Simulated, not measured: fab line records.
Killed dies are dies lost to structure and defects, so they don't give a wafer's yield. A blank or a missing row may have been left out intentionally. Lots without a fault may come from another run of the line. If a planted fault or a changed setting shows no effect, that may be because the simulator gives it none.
fab line records | flow nand_harc
record lots=12 | wafers=36 | last_day=27
route steps=1159 shown A_SLIT@791 A_WL_FILL@814
lots untouched by any fault: they come from a run of this same line in which no faults occurred
start_h: start of the lot's first displayed wafer, in hours after the record's first day | wait_h: hours from the lot's prior step to this one | " repeats the value in the row above | L1.1+2: a row that stands for several wafers | - no value, or no start was given | * or withheld: withheld | < > ~ a bound
route shown NAME@n: a module of which the file shows steps, and the number in the route of the first | usual: mean/standard deviation taken from wafers without a fault | same: alike in all rows | chamber/n: place in a boat | sites: readings site by site | _std_site: the standard deviation of these | _edge_site: outer sites' mean less inner sites' | radius_mm: how far each site lies from the wafer's centre | mask NAME#n: copy n | behind: the most recent tool/chamber to have shaped the wafer | hold: what put the lot on hold/how long, in hours/how the hold closed | device: whichever transistor did not switch (one of n, p or np) | end of line: tests of these same wafers at the route's end | step lacking rows: just its recipe | killed: dies lost to structure and defects at the first sort, not the wafer's yield | map: dies across one wafer; x = killed, . = not, _ = none there
set.NAME: the setting as run; set.NAME@STEP: as run at that earlier step | model.NAME: the simulator's own value behind a step, which no gauge read
route steps across a sampled set of lots; one table per step, one row per wafer
services: a tool's chamber out of use, with start hour (start_h, from the record's first day; less than 0 if before it), hours out, and reason
## steps
# step NHARC_A_SLIT_OVL_MEAS_10
# usual overlay_x_nm=-0.1/0.74 | overlay_y_nm=0.0/0.69
lot.wafer | tool       | chamber | start_h | wait_h | overlay_x_nm | overlay_y_nm
L117.1    | overlay-02 | -       | 307.27  | -      | 1.1          | 0.2
L117.5    | "          | -       | "       | "      | 0.8          | 0.4
L117.6    | "          | -       | "       | "      | 0.8          | 0.6
L118.2    | overlay-02 | -       | 336.16  | -      | -0.7         | 1.0
L118.3    | "          | -       | "       | "      | -1.0         | 0.8
L118.6    | "          | -       | "       | "      | -0.8         | 0.5
L119.1    | overlay-01 | -       | 336.31  | -      | -0.1         | -0.1
L119.3    | "          | -       | "       | "      | -0.6         | 0.2
L119.4    | "          | -       | "       | "      | -0.3         | -0.4
L120.1    | overlay-02 | -       | 338.10  | -      | -1.1         | 0.3
L120.4    | "          | -       | "       | "      | -1.3         | 0.1
L120.6    | "          | -       | "       | "      | -1.1         | 0.4
L126.3    | overlay-02 | -       | 373.17  | -      | -1.3         | 0.2
L126.5    | "          | -       | "       | "      | -1.8         | 0.4
L126.6    | "          | -       | "       | "      | -1.4         | -0.4
L127.1    | overlay-02 | -       | 374.89  | -      | -0.2         | -0.1
L127.3    | "          | -       | "       | "      | -0.4         | -0.1
L127.5    | "          | -       | "       | "      | -1.1         | -0.5
L125.2    | overlay-02 | -       | 375.15  | -      | -0.4         | 0.3
L125.4    | "          | -       | "       | "      | -0.2         | 0.8
L125.6    | "          | -       | "       | "      | -0.6         | 0.5
L128.4    | overlay-02 | -       | 386.19  | -      | -0.8         | -1.4
L128.5    | "          | -       | "       | "      | -0.6         | -1.5
L128.6    | "          | -       | "       | "      | -1.7         | -1.4
L135.2    | overlay-01 | -       | 421.00  | -      | -0.1         | 0.2
L135.5    | "          | -       | "       | "      | 0.0          | 0.1
L135.6    | "          | -       | "       | "      | 0.2          | 0.9
L137.1    | overlay-02 | -       | 482.17  | -      | 0.5          | 0.7
L137.5    | "          | -       | "       | "      | 1.1          | 0.6
L137.6    | "          | -       | "       | "      | 0.8          | 0.6
L140.3    | overlay-02 | -       | 483.46  | -      | 0.3          | -0.3
L140.4    | "          | -       | "       | "      | 0.1          | -0.6
L140.6    | "          | -       | "       | "      | 0.4          | 0.2
L139.2    | overlay-02 | -       | 484.02  | -      | -0.2         | 0.3
L139.5    | "          | -       | "       | "      | -0.3         | 0.1
L139.6    | "          | -       | "       | "      | 0.0          | 0.0
# step NHARC_A_SLIT_ETCH_29
# recipe target_depth_a=1000 | overetch_a=100 | time_s=55 | ion_energy_ev=100 | cf4_flow_sccm=80 | o2_flow_sccm=20 | ar_flow_sccm=0 | rf_w=300 | bias_w=100 | chemistry=CF4/O2
# usual drypump_motor_current_A=5.8/0.4 | oes_product_au=1.003/0.007 | rf_fwd_power_W=296.8/1.3 | rf_vpp_V=198.0/1.3 | showerhead_plenum_p_Torr=1.34/0.056 | throttle_valve_pct=13.397/0.0087
lot.wafer | tool        | chamber | start_h | wait_h | drypump_motor_current_A | oes_product_au | rf_fwd_power_W | rf_hours_counter_h | rf_vpp_V | showerhead_plenum_p_Torr | throttle_valve_pct
L117.1    | rie_diel-01 | 1       | 311.68  | 0.1    | 5.2                     | 1.005          | 298.3          | 15                 | 196.0    | 1.25                     | 13.389
L117.6    | "           | 1       | "       | "      | 5.2                     | 1.000          | 297.5          | -                  | 194.6    | 1.25                     | 13.407
L117.5    | "           | 2       | "       | "      | 5.7                     | 0.999          | 297.3          | -                  | 198.2    | 1.37                     | 13.414
L118.2    | rie_diel-01 | 1       | 339.15  | 0.1    | 5.2                     | 0.988          | 296.6          | 1                  | 197.3    | 1.25                     | 13.391
L118.3    | "           | 2       | "       | "      | 5.7                     | 1.008          | 295.1          | 1                  | 198.6    | 1.37                     | 13.402
L118.6    | "           | 2       | "       | "      | 5.7                     | 1.006          | 296.1          | -                  | 199.5    | 1.37                     | 13.406
L119.1    | rie_diel-02 | 0       | 339.45  | 0.1    | 6.0                     | 1.006          | 296.0          | 0                  | 197.2    | 1.31                     | 13.405
L119.3    | "           | 2       | "       | "      | 5.9                     | 0.989          | 293.5          | 1                  | 200.2    | 1.43                     | 13.401
L119.4    | "           | 3       | "       | "      | 5.5                     | 1.000          | 297.5          | 1                  | 196.2    | 1.31                     | 13.387
L120.1    | rie_diel-02 | 2       | 341.09  | 0.1    | 5.8                     | 0.993          | 293.9          | 1                  | 198.7    | 1.43                     | 13.395
L120.4    | "           | 1       | "       | "      | 5.5                     | 1.016          | 298.2          | 0                  | 200.0    | 1.43                     | 13.397
L120.6    | "           | 2       | "       | "      | 5.8                     | 0.989          | 294.4          | -                  | 200.0    | 1.43                     | 13.386
L126.3    | rie_diel-01 | 3       | 377.34  | 0.1    | 5.5                     | 1.007          | 296.7          | 1                  | 199.1    | 1.38                     | 13.413
L126.6    | "           | 3       | "       | "      | 5.5                     | 1.000          | 296.6          | -                  | 199.7    | 1.38                     | 13.396
L126.5    | "           | 0       | "       | "      | 6.3                     | 1.020          | 296.9          | -                  | 198.4    | 1.33                     | 13.386
L127.3    | rie_diel-01 | 1       | 380.64  | 0.1    | 5.2                     | 1.006          | 297.1          | 3                  | 196.1    | 1.25                     | 13.396
L127.1    | "           | 2       | "       | "      | 5.7                     | 1.009          | 297.2          | 3                  | 199.8    | 1.37                     | 13.401
L127.5    | "           | 1       | "       | "      | 5.2                     | 1.006          | 295.6          | -                  | 195.5    | 1.25                     | 13.391
L125.4    | rie_diel-02 | 2       | 382.31  | 0.1    | 5.8                     | 0.997          | 294.4          | 3                  | 199.5    | 1.43                     | 13.396
L125.2    | "           | 1       | "       | "      | 5.5                     | 1.001          | 296.2          | 3                  | 199.2    | 1.43                     | 13.402
L125.6    | "           | 3       | "       | "      | 5.5                     | 1.005          | 298.3          | -                  | 198.4    | 1.31                     | 13.402
L128.5    | rie_diel-10 | 2       | 389.22  | 0.1    | 6.4                     | 1.008          | 297.2          | -                  | 197.2    | 1.30                     | 13.405
L128.4    | "           | 3       | "       | "      | 6.5                     | 1.008          | 295.7          | -                  | 197.5    | 1.28                     | 13.401
L128.6    | "           | 1       | "       | "      | 5.3                     | 1.011          | 296.7          | -                  | 197.1    | 1.34                     | 13.390
L135.2    | rie_diel-01 | 1       | 423.94  | 0.1    | 5.2                     | 0.998          | 297.6          | 5                  | 196.3    | 1.25                     | 13.399
L135.5    | "           | 0       | "       | "      | 6.3                     | 1.007          | 297.5          | -                  | 197.2    | 1.33                     | 13.405
L135.6    | "           | 1       | "       | "      | 5.2                     | 0.991          | 295.4          | -                  | 197.4    | 1.25                     | 13.399
L137.1    | rie_diel-10 | 3       | 486.43  | 0.1    | 6.5                     | 1.006          | 295.9          | 8                  | 197.4    | 1.28                     | 13.410
L137.6    | "           | 3       | "       | "      | 6.5                     | 1.014          | 295.4          | -                  | 196.2    | 1.28                     | 13.400
L137.5    | "           | 0       | "       | "      | 6.1                     | 1.001          | 294.0          | -                  | 199.8    | 1.39                     | 13.391
L140.3    | rie_diel-02 | 1       | 487.45  | 0.1    | 5.5                     | 0.992          | 295.8          | 8                  | 199.6    | 1.42                     | 13.404
L140.4    | "           | 3       | "       | "      | 5.5                     | 0.993          | 298.6          | 10                 | 197.2    | 1.31                     | 13.418
L140.6    | "           | 0       | "       | "      | 6.0                     | 0.997          | 296.9          | -                  | 196.9    | 1.30                     | 13.398
L139.2    | rie_diel-01 | 1       | 488.15  | 0.1    | 5.3                     | 0.997          | 296.6          | 10                 | 196.0    | 1.25                     | 13.379
L139.6    | "           | 2       | "       | "      | 5.7                     | 1.007          | 298.0          | -                  | 198.2    | 1.37                     | 13.418
L139.5    | "           | 3       | "       | "      | 5.5                     | 1.008          | 296.4          | -                  | 197.5    | 1.38                     | 13.403
# step NHARC_A_WL_FILL_ETCHBACK_04
# recipe target_depth_a=600 | time_s=120 | chemistry=NF3
# usual drypump_motor_current_A=5.7/0.48 | oes_product_au=0.994/0.0084 | run_length_s=141.1/0.41
lot.wafer | tool         | chamber | start_h | wait_h | drypump_motor_current_A | oes_product_au | rf_hours_counter_h | run_length_s
L117.1    | rie_metal-03 | 1       | 329.00  | 2.4    | 6.0                     | 0.992          | 0.9                | 141.4
L117.6    | "            | 0       | "       | "      | 5.4                     | 0.995          | -                  | 141.1
L117.5    | "            | 1       | "       | "      | 5.9                     | 1.002          | -                  | 141.3
L119.1    | rie_metal-01 | 1       | 374.78  | 2.4    | 6.0                     | 0.995          | 0.4                | 140.6
L119.4    | "            | 1       | "       | "      | 6.0                     | 0.991          | -                  | 140.8
L119.3    | "            | 0       | "       | "      | 5.6                     | 0.993          | -                  | 140.5
L118.2    | rie_metal-03 | 0       | 377.58  | 2.8    | 5.4                     | 0.995          | 1.7                | 141.3
L118.3    | "            | 1       | "       | "      | 6.0                     | 1.001          | -                  | 141.3
L118.6    | "            | 0       | "       | "      | 5.4                     | 0.995          | -                  | 141.2
L120.1    | rie_metal-02 | 0       | 383.19  | 2.8    | 6.2                     | 0.970          | 4.1                | 141.4
L120.4    | "            | 0       | "       | "      | 6.3                     | 0.992          | -                  | 141.7
L120.6    | "            | 1       | "       | "      | 4.9                     | 0.986          | -                  | 141.4
L127.1    | rie_metal-03 | 1       | 443.29  | 2.9    | 5.9                     | 1.007          | 2.4                | 141.4
L127.3    | "            | 0       | "       | "      | 5.3                     | 0.994          | -                  | 141.0
L127.5    | "            | 1       | "       | "      | 5.9                     | 0.989          | -                  | 141.5
L126.3    | rie_metal-02 | 0       | 443.86  | 2.1    | 6.2                     | 0.998          | -                  | 141.1
L126.5    | "            | 1       | "       | "      | 4.8                     | 0.987          | -                  | 141.9
L126.6    | "            | 0       | "       | "      | 6.2                     | 0.996          | -                  | 141.6
L125.2    | rie_metal-01 | 0       | 446.12  | 2.4    | 5.6                     | 0.993          | 1.4                | 140.5
L125.4    | "            | 0       | "       | "      | 5.6                     | 0.996          | -                  | 140.7
L125.6    | "            | 0       | "       | "      | 5.6                     | 1.000          | -                  | 140.7
L128.4    | rie_metal-03 | 0       | 447.17  | 2.0    | 5.4                     | 0.987          | -                  | 141.5
L128.6    | "            | 0       | "       | "      | 5.4                     | 0.999          | -                  | 140.9
L128.5    | "            | 1       | "       | "      | 5.9                     | 0.998          | -                  | 141.5
L135.2    | rie_metal-01 | 0       | 458.73  | 2.8    | 5.6                     | 0.995          | 2.8                | 140.9
L135.5    | "            | 0       | "       | "      | 5.6                     | 0.998          | -                  | 140.4
L135.6    | "            | 1       | "       | "      | 6.0                     | 0.991          | -                  | 140.6
L137.1    | rie_metal-01 | 1       | 503.19  | 2.8    | 6.0                     | 0.985          | 3.7                | 140.4
L137.5    | "            | 1       | "       | "      | 6.0                     | 0.997          | -                  | 140.4
L137.6    | "            | 0       | "       | "      | 5.6                     | 1.007          | -                  | 140.6
L140.3    | rie_metal-03 | 0       | 506.06  | 2.0    | 5.4                     | 0.990          | -                  | 140.9
L140.4    | "            | 1       | "       | "      | 5.9                     | 0.995          | -                  | 141.5
L140.6    | "            | 0       | "       | "      | 5.4                     | 1.004          | -                  | 141.1
L139.2    | rie_metal-02 | 1       | 508.88  | 2.9    | 4.8                     | 0.982          | 3.6                | 141.5
L139.6    | "            | 0       | "       | "      | 6.2                     | 0.984          | -                  | 141.1
L139.5    | "            | 1       | "       | "      | 4.8                     | 0.970          | -                  | 141.4
# step NHARC_A_WL_FILL_ETCHBACK_26
# recipe target_depth_a=520 | time_s=13.3 | hbr_flow_sccm=150 | rf_w=350 | icp_w=350 | bias_w=60 | chemistry=HBr
# usual drypump_motor_current_A=5.9/0.4 | oes_product_au=0.998/0.0074 | rf_fwd_power_W=342.6/1.9 | run_length_s=34.5/0.44 | throttle_valve_pct=23.265/0.0092
lot.wafer | tool      | chamber | start_h | wait_h | drypump_motor_current_A | oes_product_au | rf_fwd_power_W | rf_hours_counter_h | run_length_s | throttle_valve_pct
L117.1    | rie_si-01 | 2       | 344.56  | 0.4    | 6.3                     | 1.005          | 342.5          | 1.2                | 34.6         | 23.261
L117.5    | "         | 2       | "       | "      | 6.3                     | 1.009          | 341.5          | -                  | 34.7         | 23.267
L117.6    | "         | 3       | "       | "      | 5.4                     | 1.000          | 340.5          | -                  | 34.1         | 23.257
L119.3    | rie_si-01 | 3       | 390.59  | 0.4    | 5.4                     | 1.004          | 342.0          | 0.2                | 34.3         | 23.273
L119.4    | "         | 0       | "       | "      | 6.5                     | 1.000          | 343.9          | 0.2                | 34.0         | 23.278
L119.1    | "         | 1       | "       | "      | 5.5                     | 0.994          | 341.4          | 0.2                | 34.7         | 23.265
L118.3    | rie_si-06 | 0       | 390.61  | 0.4    | 5.4                     | 0.997          | 344.7          | 0.1                | 35.4         | 23.257
L118.2    | "         | 1       | "       | "      | 6.0                     | 0.996          | 341.5          | 0.1                | 34.1         | 23.260
L118.6    | "         | 3       | "       | "      | 6.1                     | 0.990          | 343.1          | -                  | 34.7         | 23.273
L120.1    | rie_si-01 | 0       | 396.29  | 0.4    | 6.5                     | 1.002          | 342.7          | 0.2                | 33.6         | 23.281
L120.4    | "         | 2       | "       | "      | 6.3                     | 0.993          | 341.9          | 0.2                | 34.6         | 23.261
L120.6    | "         | 0       | "       | "      | 6.5                     | 1.002          | 341.3          | -                  | 33.7         | 23.274
L127.3    | rie_si-06 | 2       | 460.00  | 0.4    | 6.0                     | 1.005          | 345.5          | 0.5                | 35.0         | 23.260
L127.1    | "         | 3       | "       | "      | 6.1                     | 0.987          | 342.6          | 0.5                | 34.8         | 23.276
L127.5    | "         | 2       | "       | "      | 6.0                     | 1.003          | 346.0          | -                  | 34.6         | 23.274
L125.2    | rie_si-03 | 1       | 460.00  | 0.4    | 5.6                     | 0.995          | 346.0          | 0.7                | 34.1         | 23.266
L125.4    | "         | 2       | "       | "      | 6.3                     | 0.995          | 342.7          | 0.8                | 34.5         | 23.272
L125.6    | "         | 1       | "       | "      | 5.6                     | 0.995          | 344.2          | -                  | 34.1         | 23.266
L126.3    | rie_si-01 | 2       | 460.04  | 0.4    | 6.3                     | 0.994          | 341.4          | 0.6                | 33.8         | 23.273
L126.5    | "         | 3       | "       | "      | 5.4                     | 0.990          | 341.0          | -                  | 34.3         | 23.256
L126.6    | "         | 0       | "       | "      | 6.5                     | 0.995          | 343.6          | -                  | 33.9         | 23.262
L128.4    | rie_si-01 | 3       | 466.37  | 0.4    | 5.4                     | 1.003          | 341.4          | 0.6                | 34.5         | 23.268
L128.5    | "         | 2       | "       | "      | 6.3                     | 1.004          | 342.5          | -                  | 33.8         | 23.244
L128.6    | "         | 3       | "       | "      | 5.4                     | 1.000          | 338.4          | -                  | 34.2         | 23.257
L135.2    | rie_si-01 | 0       | 480.53  | 0.4    | 6.5                     | 0.997          | 344.1          | 0.7                | 33.7         | 23.262
L135.6    | "         | 3       | "       | "      | 5.4                     | 1.003          | -              | -                  | 30.2         | 23.268
L135.5    | "         | 0       | "       | "      | 6.5                     | 1.001          | 343.3          | -                  | 33.9         | 23.253
L137.1    | rie_si-01 | 3       | 519.24  | 0.4    | 5.5                     | 1.013          | -              | 1.0                | 30.7         | 23.278
L137.6    | "         | 1       | "       | "      | 5.5                     | 0.987          | -              | -                  | 30.8         | 23.261
L137.5    | "         | 2       | "       | "      | 6.3                     | 0.999          | 343.4          | -                  | 34.7         | 23.259
L140.3    | rie_si-06 | 3       | 523.14  | 0.4    | 6.1                     | 0.996          | 344.9          | 1.0                | 34.7         | 23.261
L140.4    | "         | 0       | "       | "      | 5.4                     | 0.990          | 345.7          | 1.1                | 34.7         | 23.266
L140.6    | "         | 3       | "       | "      | 6.1                     | 0.991          | 344.1          | -                  | 34.7         | 23.265
L139.2    | rie_si-06 | 1       | 523.24  | 0.5    | 6.0                     | 0.998          | 341.6          | 1.1                | 33.9         | 23.257
L139.5    | "         | 2       | "       | "      | 6.0                     | 1.004          | 346.0          | -                  | 34.9         | 23.258
L139.6    | "         | 3       | "       | "      | 6.1                     | 0.985          | 344.7          | -                  | 34.8         | 23.281
## services
tool         | chamber | start_h | hours | kind
rie_si-01    | 3       | 294.22  | 8.4   | repair
rie_diel-01  | -       | 314.83  | 9.0   | pm
rie_diel-02  | -       | 317.42  | 0.2   | repair
rie_diel-01  | 3       | 325.50  | 20.0  | repair
rie_diel-02  | -       | 327.70  | 9.0   | pm
rie_metal-01 | -       | 332.00  | 9.0   | pm
rie_si-01    | -       | 344.81  | 9.0   | pm
rie_diel-02  | 0       | 355.77  | 4.1   | repair
rie_si-06    | -       | 360.00  | 9.0   | pm
rie_diel-01  | 1       | 376.04  | 2.1   | repair
rie_diel-02  | 0       | 390.65  | 4.1   | repair
rie_diel-02  | 2       | 390.86  | 6.6   | repair
rie_si-01    | 2       | 400.74  | 8.3   | repair
rie_metal-03 | -       | 417.39  | 2.5   | repair
rie_si-01    | 0       | 432.11  | 8.2   | repair
rie_metal-03 | -       | 449.30  | 0.1   | repair
rie_metal-03 | -       | 453.00  | 9.0   | pm
rie_diel-01  | 3       | 467.16  | 6.8   | repair
rie_si-06    | -       | 482.57  | 0.7   | repair
rie_diel-01  | -       | 491.83  | 9.0   | pm
rie_diel-02  | 2       | 491.92  | 5.7   | repair
rie_diel-02  | -       | 504.70  | 9.0   | pm
rie_diel-01  | 3       | 505.79  | 4.0   | repair
rie_si-01    | -       | 521.81  | 9.0   | pm
## key
first_sign step=NHARC_A_WL_FILL_ETCHBACK_26 | reading=run_length_s | direction=down | sigmas=9 | usual=* | struck=*
effect none on later readings
met_at NHARC_A_WL_FILL_ETCHBACK_26
struck_lots L135,L137
struck_wafers L135.6,L137.1,L137.6
tester_left_out L135,L137
not_acting_at NHARC_A_SLIT_OVL_MEAS_10,NHARC_A_SLIT_ETCH_29,NHARC_A_WL_FILL_ETCHBACK_04
onset_between 466.37 480.53
fault kind=process_parameter_drift | tool=rie_si-01 | chamber=- | onset_h=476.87 | steps=NHARC_A_WL_FILL_ETCHBACK_26 | channel=time_s | offset=* | shape=step | end_h=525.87 | scope=struck_wafers_only | acts_in=* | stated=*
# tester_left_out: of these lots the tester's yield and bins aren't shown, on N5 and GAA mostly nor the transistor test; their killed dies are dies lost to structure and defects alone, not to doping, threshold or leakage, so they don't give the yield
